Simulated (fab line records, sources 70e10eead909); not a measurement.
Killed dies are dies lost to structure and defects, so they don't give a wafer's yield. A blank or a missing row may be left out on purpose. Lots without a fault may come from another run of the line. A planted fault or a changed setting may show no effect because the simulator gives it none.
Which tool did it? | flow nand_harc | 12 lots, 36 wafers sampled, at 5 steps of a route of 1302

WHAT THE GAUGES READ, wafer by wafer
NHARC_END_SORT_01. Usual: killed_at_array 50, standard deviation 20; killed_at_other 1.2, standard deviation 1.5; killed_at_periphery 3.6, standard deviation 2.6; killed_dies 55, standard deviation 20; killed_open 3.4, standard deviation 2; killed_short 2.7, standard deviation 1.6.
lot  | measured     | on        | killed_at_array | killed_at_other | killed_at_periphery | killed_dies | killed_open | killed_short | flag
L519 | day 27 23:36 | prober-01 | 29 32 25        | 0 0 0           | 4 2 3               | 33 34 28    | 4 5 1       | 1 0 3        |

WHICH TOOL RAN EACH LOT (tool, then ch and the chambers of the sampled wafers, then the start)
lot  | NHARC_A_STAIRCASE_STRIP_316                   | NHARC_A_STAIRCASE_STRIP_476        | NHARC_A_STAIRCASE_ALD_420        | NHARC_A_STAIRCASE_DEP_151
L513 | rie_diel-03 ch 0,2,3, day 18 12:41 or earlier | rie_diel-02 ch 0,2,3, day 18 12:41 | ald_hk-01 ch 1,2,3, day 18 15:49 | pecvd-03 ch 0,1,2, day 18 23:40
L514 | rie_diel-11 ch 0,2,3, day 18 16:27 or earlier | rie_diel-03 ch 1,2,3, day 18 16:27 | ald_hk-03 ch 0,3, day 18 19:15   | pecvd-03 ch 0,1,2, day 19 03:33
L517 | rie_diel-11 ch 0,1,3, day 19 13:47 or earlier | rie_diel-03 ch 0,2, day 19 13:47   | ald_hk-02 ch 0,1,3, day 19 16:35 | pecvd-03 ch 0,2, day 20 00:48
L518 | rie_diel-02 ch 0,2,3, day 20 12:07 or earlier | rie_diel-11 ch 1,3, day 20 12:07   | ald_hk-03 ch 0,2,3, day 20 17:29 | pecvd-03 ch 0,1, day 21 01:29
L519 | rie_diel-11 ch 0,1,2, day 20 20:21 or earlier | rie_diel-03 ch 0,1,3, day 20 20:21 | ald_hk-02 ch 0,1,3, day 20 23:28 | pecvd-03 ch 0,1,2, day 21 07:31
L526 | rie_diel-03 ch 1,2,3, day 23 01:39 or earlier | rie_diel-02 ch 1,2, day 23 01:39   | ald_hk-01 ch 1,3, day 23 04:28   | pecvd-01 ch 0,1, day 23 13:35
L525 | rie_diel-02 ch 0,2,3, day 23 06:35 or earlier | rie_diel-11 ch 1,3, day 23 06:35   | ald_hk-01 ch 0,3, day 23 09:23   | pecvd-04 ch 0,2, day 23 18:35
L527 | rie_diel-11 ch 0,1,3, day 24 01:35 or earlier | rie_diel-11 ch 1,2,3, day 24 01:35 | ald_hk-01 ch 0,1,2, day 24 06:55 | pecvd-03 ch 0,1,2, day 24 14:49
L529 | rie_diel-03 ch 0,1, day 24 20:23 or earlier   | rie_diel-03 ch 0,1,2, day 24 20:23 | ald_hk-02 ch 1,2, day 25 01:10   | pecvd-04 ch 0,2, day 25 09:21
L530 | rie_diel-03 ch 0,2,3, day 25 05:22 or earlier | rie_diel-11 ch 1,2,3, day 25 05:22 | ald_hk-03 ch 0,1,2, day 25 08:19 | pecvd-04 ch 0,1,2, day 25 16:19
L531 | rie_diel-11 ch 0,1,2, day 25 19:17 or earlier | rie_diel-11 ch 0,1,2, day 25 19:17 | ald_hk-03 ch 0,1,2, day 26 00:25 | pecvd-03 ch 0,1,2, day 26 08:32
L534 | rie_diel-03 ch 0,1,3, day 26 15:04 or earlier | rie_diel-02 ch 0,3, day 26 15:04   | ald_hk-02 ch 1,2, day 26 22:18   | pecvd-04 ch 0,1,2, day 27 06:44
- NHARC_A_STAIRCASE_STRIP_316: strips in O2.
- NHARC_A_STAIRCASE_STRIP_476: strips in O2, time 20 s.
- NHARC_A_STAIRCASE_ALD_420: deposits SiO2, target thk 20 nm, pulse time 6 s, ald cycles 200.
- NHARC_A_STAIRCASE_DEP_151: deposits SiO2, target thk 7200 nm.

WHAT THE TOOLS THEMSELVES READ (means of the sampled wafers that have a number; where no wafer has one, the mark that the record gives instead)
NHARC_A_STAIRCASE_STRIP_316. Usual: drypump_motor_current_A 6.0 A, standard deviation 0.38; oes_product_au 0.997 a.u., standard deviation 0.0094; rf_vpp_V 57.7 V, standard deviation 0.88; showerhead_plenum_p_Torr 3.52 Torr, standard deviation 0.17; throttle_valve_pct 17.036 %, standard deviation 0.0097.
lot  | tool        | drypump_motor_current_A (A) | oes_product_au (a.u.) | rf_vpp_V (V) | showerhead_plenum_p_Torr (Torr) | throttle_valve_pct (%) | flag
L513 | rie_diel-03 | 6.5                         | 0.996                 | 58.4         | 3.54                            | 17.037                 |
L514 | rie_diel-11 | 6.0                         | 1.003                 | 57.1         | 3.54                            | 17.034                 |
L517 | rie_diel-11 | 5.9                         | 1.000                 | 57.9         | 3.60                            | 17.030                 |
L518 | rie_diel-02 | 5.7                         | 0.993                 | 58.2         | 3.57                            | 17.028                 |
L519 | rie_diel-11 | 5.7                         | 0.993                 | 57.7         | 3.44                            | 17.030                 |
L526 | rie_diel-03 | 6.4                         | 0.995                 | 58.0         | 3.51                            | 17.041                 |
L525 | rie_diel-02 | 5.7                         | 0.989                 | 57.4         | 3.55                            | 17.030                 |
L527 | rie_diel-11 | 5.9                         | 0.992                 | 58.6         | 3.58                            | 17.035                 |
L529 | rie_diel-03 | 6.2                         | 0.992                 | 57.1         | 3.33                            | 17.040                 |
L530 | rie_diel-03 | 6.5                         | 0.992                 | 57.7         | 3.51                            | 17.033                 |
L531 | rie_diel-11 | 5.7                         | 0.998                 | 57.3         | 3.42                            | 17.048                 |
L534 | rie_diel-03 | 6.2                         | 0.991                 | 56.7         | 3.37                            | 17.041                 |

NHARC_A_STAIRCASE_STRIP_476. Usual: drypump_motor_current_A 6.0 A, standard deviation 0.38; oes_product_au 0.996 a.u., standard deviation 0.0091; rf_vpp_V 57.7 V, standard deviation 0.92; showerhead_plenum_p_Torr 3.52 Torr, standard deviation 0.17; throttle_valve_pct 17.036 %, standard deviation 0.0093.
lot  | tool        | drypump_motor_current_A (A) | oes_product_au (a.u.) | rf_vpp_V (V) | showerhead_plenum_p_Torr (Torr) | throttle_valve_pct (%) | flag
L513 | rie_diel-02 | 5.7                         | 0.984                 | 57.7         | 3.58                            | 17.034                 |
L514 | rie_diel-03 | 6.3                         | 1.004                 | 57.0         | 3.53                            | 17.029                 |
L517 | rie_diel-03 | 6.6                         | 0.995                 | 57.8         | 3.64                            | 17.040                 |
L518 | rie_diel-11 | 5.8                         | 1.004                 | 58.4         | 3.58                            | 17.033                 |
L519 | rie_diel-03 | 6.2                         | 0.998                 | 56.9         | 3.39                            | 17.033                 |
L526 | rie_diel-02 | 5.6                         | 0.998                 | 58.0         | 3.49                            | 17.034                 |
L525 | rie_diel-11 | 6.2                         | 0.993                 | 58.3         | 3.66                            | 17.035                 |
L527 | rie_diel-11 | 5.9                         | 0.991                 | 57.8         | 3.50                            | 17.040                 |
L529 | rie_diel-03 | 6.4                         | 0.992                 | 57.9         | 3.47                            | 17.032                 |
L530 | rie_diel-11 | 5.9                         | 0.998                 | 57.5         | 3.49                            | 17.039                 |
L531 | rie_diel-11 | 5.7                         | 0.998                 | 58.0         | 3.42                            | 17.031                 |
L534 | rie_diel-02 | 5.7                         | 0.980                 | 57.6         | 3.57                            | 17.028                 |

NHARC_A_STAIRCASE_ALD_420. Usual: heater_power_w 449 W, standard deviation 35; precursor_pulse_height_rel 0.998, standard deviation 0.022.
lot  | tool      | heater_power_w (W) | precursor_pulse_height_rel | flag
L513 | ald_hk-01 | 444                | 1.014                      |
L514 | ald_hk-03 | 489                | 0.985                      |
L517 | ald_hk-02 | 404                | 0.995                      |
L518 | ald_hk-03 | 481                | 1.005                      |
L519 | ald_hk-02 | 405                | 1.007                      |
L526 | ald_hk-01 | 425                | 1.001                      |
L525 | ald_hk-01 | 434                | 0.979                      |
L527 | ald_hk-01 | 439                | 0.994                      |
L529 | ald_hk-02 | 430                | 0.981                      |
L530 | ald_hk-03 | 485                | 1.009                      |
L531 | ald_hk-03 | 487                | 0.995                      |
L534 | ald_hk-02 | 426                | 1.013                      |

NHARC_A_STAIRCASE_DEP_151. Usual: heater_power_w 644 W, standard deviation 130; rf_fwd_power_W 499.4 W, standard deviation 1.6.
lot  | tool     | heater_power_w (W) | rf_fwd_power_W (W) | flag
L513 | pecvd-03 | 665                | 498.7              |
L514 | pecvd-03 | 620                | 499.3              |
L517 | pecvd-03 | 606                | 418.6              | OFF
L518 | pecvd-03 | 802                | 420.2              | OFF
L519 | pecvd-03 | 640                | 418.5              | OFF
L526 | pecvd-01 | 656                | 499.8              |
L525 | pecvd-04 | 599                | 501.3              |
L527 | pecvd-03 | 650                | 499.1              |
L529 | pecvd-04 | 600                | 499.6              |
L530 | pecvd-04 | 660                | 499.7              |
L531 | pecvd-03 | 620                | 498.1              |
L534 | pecvd-04 | 575                | 501.0              |

THE ANSWER, worked out from the rows above alone
Rule: a lot is off if the mean of its wafers that have a number lies more than 3 standard deviations from the usual mean. A lot without any number at a reading at which 4 lots or more have one is off too. The other lots that the step has rows for count as sound. The gauges are gone through in route order, then the tools' own readings, and for those a lot's mean is taken as printed above. The first step at which some lot is off is used, and at that step the reading that is off furthest; a lot without a number counts as furthest.
Off: L517, L518, L519, at NHARC_A_STAIRCASE_DEP_151 (rf_fwd_power_W).
A tool fits if, at that step or a process step before it, it ran every lot that is off, and no sound lot after the first of them. NHARC_A_STAIRCASE_STRIP_316 gives no start for some lots, so the hours and the order of its lots are those of NHARC_A_STAIRCASE_STRIP_476. None of those tried fits.

WHAT THE SIMULATOR HAD PUT IN
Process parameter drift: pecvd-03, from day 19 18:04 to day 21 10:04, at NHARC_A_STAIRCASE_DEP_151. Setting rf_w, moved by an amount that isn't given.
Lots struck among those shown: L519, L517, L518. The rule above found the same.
